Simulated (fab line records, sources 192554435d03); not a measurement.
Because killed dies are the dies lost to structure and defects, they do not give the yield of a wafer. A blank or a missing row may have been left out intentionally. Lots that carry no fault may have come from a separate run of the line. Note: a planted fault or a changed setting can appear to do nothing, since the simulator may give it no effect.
Split-lot trial / flow n5-finfet / 7 lots, 21 wafers read, on a route of 1938 steps

== ON THE SPLIT ==
At N5_SD_EPI_P_EPI_21 (deposits SiGe:B, time 355 s), the setting time-s was moved away from the recipe's 355 s on 12 of the 21 wafers read, by -19.1% to +5.6%. The other wafers ran this setting at the recipe's value.

== FROM THE SPLIT TO THE READING: what the file shows between them, 3 steps ==
- N5_SD_EPI_P_EPI_MEAS_23
- N5_SD_EPI_P_HM_STRIP_48: strips SiNx in H3PO4, material SiNx, target depth 3 nm
- N5_SD_ACTIVATION_LSA_01: time 0.0008 s (also split here: temp-c)

== THE READING ==
RS_SD_P, in ohm/sq, at N5_SD_ACTIVATION_RS_MEAS_03 (measures by four-point-probe). Fault-free wafers of this fab line usually give 56.2 ohm/sq, standard deviation 0.93 ohm/sq.

wafer=L079.2; tool, chamber at the split=epi-rpcvd-04, 0; time-s as run, s=355; against the recipe=recipe; RS_SD_P, ohm/sq=55.3; against lot-mates on the recipe=-
wafer=L079.3; tool, chamber at the split=epi-rpcvd-04, 0; time-s as run, s=355; against the recipe=recipe; RS_SD_P, ohm/sq=56.4; against lot-mates on the recipe=-
wafer=L079.4; tool, chamber at the split=epi-rpcvd-04, 0; time-s as run, s=355; against the recipe=recipe; RS_SD_P, ohm/sq=57.3; against lot-mates on the recipe=-
wafer=L081.3; tool, chamber at the split=epi-rpcvd-04, 0; time-s as run, s=355; against the recipe=recipe; RS_SD_P, ohm/sq=56.4; against lot-mates on the recipe=-
wafer=L081.5; tool, chamber at the split=epi-rpcvd-04, 0; time-s as run, s=287.1; against the recipe=-19.1%; RS_SD_P, ohm/sq=64.4; against lot-mates on the recipe=+8.0
wafer=L081.6; tool, chamber at the split=epi-rpcvd-04, 0; time-s as run, s=287.1; against the recipe=-19.1%; RS_SD_P, ohm/sq=64.7; against lot-mates on the recipe=+8.3
wafer=L085.1; tool, chamber at the split=epi-rpcvd-04, 0; time-s as run, s=299.3; against the recipe=-15.7%; RS_SD_P, ohm/sq=64.7; against lot-mates on the recipe=no lot-mate on the recipe
wafer=L085.4; tool, chamber at the split=epi-rpcvd-04, 0; time-s as run, s=299.3; against the recipe=-15.7%; RS_SD_P, ohm/sq=65.4; against lot-mates on the recipe=no lot-mate on the recipe
wafer=L085.6; tool, chamber at the split=epi-rpcvd-04, 0; time-s as run, s=299.3; against the recipe=-15.7%; RS_SD_P, ohm/sq=64.0; against lot-mates on the recipe=no lot-mate on the recipe
wafer=L088.2; tool, chamber at the split=epi-rpcvd-03, 0; time-s as run, s=355; against the recipe=recipe; RS_SD_P, ohm/sq=56.3; against lot-mates on the recipe=-
wafer=L088.3; tool, chamber at the split=epi-rpcvd-03, 0; time-s as run, s=302.6; against the recipe=-14.8%; RS_SD_P, ohm/sq=61.8; against lot-mates on the recipe=+5.5
wafer=L088.4; tool, chamber at the split=epi-rpcvd-03, 0; time-s as run, s=302.6; against the recipe=-14.8%; RS_SD_P, ohm/sq=61.5; against lot-mates on the recipe=+5.2
wafer=L089.2; tool, chamber at the split=epi-rpcvd-03, 0; time-s as run, s=314.5; against the recipe=-11.4%; RS_SD_P, ohm/sq=60.6; against lot-mates on the recipe=no lot-mate on the recipe
wafer=L089.5; tool, chamber at the split=epi-rpcvd-03, 0; time-s as run, s=314.5; against the recipe=-11.4%; RS_SD_P, ohm/sq=61.1; against lot-mates on the recipe=no lot-mate on the recipe
wafer=L089.6; tool, chamber at the split=epi-rpcvd-03, 0; time-s as run, s=314.5; against the recipe=-11.4%; RS_SD_P, ohm/sq=60.3; against lot-mates on the recipe=no lot-mate on the recipe
wafer=L094.2; tool, chamber at the split=epi-rpcvd-03, 0; time-s as run, s=355; against the recipe=recipe; RS_SD_P, ohm/sq=56.7; against lot-mates on the recipe=-
wafer=L094.3; tool, chamber at the split=epi-rpcvd-03, 0; time-s as run, s=375; against the recipe=+5.6%; RS_SD_P, ohm/sq=53.6; against lot-mates on the recipe=-2.6
wafer=L094.4; tool, chamber at the split=epi-rpcvd-03, 0; time-s as run, s=355; against the recipe=recipe; RS_SD_P, ohm/sq=55.6; against lot-mates on the recipe=-
wafer=L096.1; tool, chamber at the split=epi-rpcvd-01, 0; time-s as run, s=355; against the recipe=recipe; RS_SD_P, ohm/sq=55.0; against lot-mates on the recipe=-
wafer=L096.2; tool, chamber at the split=epi-rpcvd-01, 0; time-s as run, s=355; against the recipe=recipe; RS_SD_P, ohm/sq=55.8; against lot-mates on the recipe=-
wafer=L096.4; tool, chamber at the split=epi-rpcvd-01, 0; time-s as run, s=297.6; against the recipe=-16.2%; RS_SD_P, ohm/sq=63.3; against lot-mates on the recipe=+7.9

THE FIT
A straight line over all 21 wafers: RS_SD_P changes by -0.458 ohm/sq for each +1% of time-s; r = -0.97; the points scatter about the line by 0.92 ohm/sq.
The same after taking each lot's own level away (the mean of its wafers on the recipe; 15 wafers): -0.421 ohm/sq for each +1%; r = -0.98; scatter 0.66 ohm/sq.
The reading moves by 8.1 ohm/sq for the largest change in time-s, on that fit.
The lots' own levels span 55.40 to 56.40 ohm/sq, that is 1.1 times the standard deviation above.
The two slopes agree, so the slope changes little with the lot-to-lot level.
Check: with one of the wafers moved furthest among these (-19.1%) left out of the fit, the line predicts +8.02 ohm/sq for it against its lot-mates. It came out at +8 ohm/sq against them.

== OTHER SPLITS APPLIED TO THESE WAFERS ==
Before the reading, these wafers also passed through other splits. Each is held against what the fit with the lots' levels taken away leaves over:
other split on the same wafers=N5_ZERO_LAYER_PECVD_02 time-s; wafers away from the commonest value=2; r with RS_SD_P (lot level and that fit taken away)=-0.29
other split on the same wafers=N5_PMOS_HMC_CHANNEL_EPI_ETCH_32 bias-w; wafers away from the commonest value=5; r with RS_SD_P (lot level and that fit taken away)=-0.03
other split on the same wafers=N5_FIN_SAQP_ETCH_52 source-w; wafers away from the commonest value=9; r with RS_SD_P (lot level and that fit taken away)=+0.25
other split on the same wafers=N5_FIN_SAQP_SPACER1_ALD_24 ald-cycles; wafers away from the commonest value=7; r with RS_SD_P (lot level and that fit taken away)=-0.10
other split on the same wafers=N5_FIN_SAQP_FIN_ETCH_36 icp-w; wafers away from the commonest value=5; r with RS_SD_P (lot level and that fit taken away)=+0.15
other split on the same wafers=N5_FIN_CUT_COAT_19 spin-rpm; wafers away from the commonest value=4; r with RS_SD_P (lot level and that fit taken away)=+0.19
other split on the same wafers=N5_DUMMY_GATE_ETCH_31 target-depth-a; wafers away from the commonest value=5; r with RS_SD_P (lot level and that fit taken away)=-0.13
other split on the same wafers=N5_SD_ACTIVATION_LSA_01 temp-c; wafers away from the commonest value=6; r with RS_SD_P (lot level and that fit taken away)=-0.32

== THE WHOLE CHAIN: every reading that the file lists as answering this split, in the file's order ==
step=N5_SD_EPI_P_EPI_21; what it does=deposits SiGe:B, time 355 s; reading=SiGe-B_of_SD_EPI_P_EPI_21.thk-nm (the simulator's own value, which no gauge read); change (the file's fit)=+0.406 nm for each +1% of the setting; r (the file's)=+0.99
step=N5_SD_EPI_P_EPI_MEAS_23; what it does=; reading=thk-nm; change (the file's fit)=withheld for each +1% of the setting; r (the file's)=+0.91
step=N5_SD_EPI_P_HM_STRIP_48; what it does=strips SiNx in H3PO4, material SiNx, target depth 3 nm; reading=SiGe-B_of_SD_EPI_P_EPI_21.thk-nm (the simulator's own value, which no gauge read); change (the file's fit)=+0.402 nm for each +1% of the setting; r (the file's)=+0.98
step=N5_SD_ACTIVATION_RS_MEAS_03; what it does=measures by four-point-probe; reading=RS_SD_P; change (the file's fit)=-0.431 for each +1% of the setting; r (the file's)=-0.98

== THE FILE'S OWN FIT ==
RS_SD_P changes by -0.431 ohm/sq for each +1% of time-s, r = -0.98.
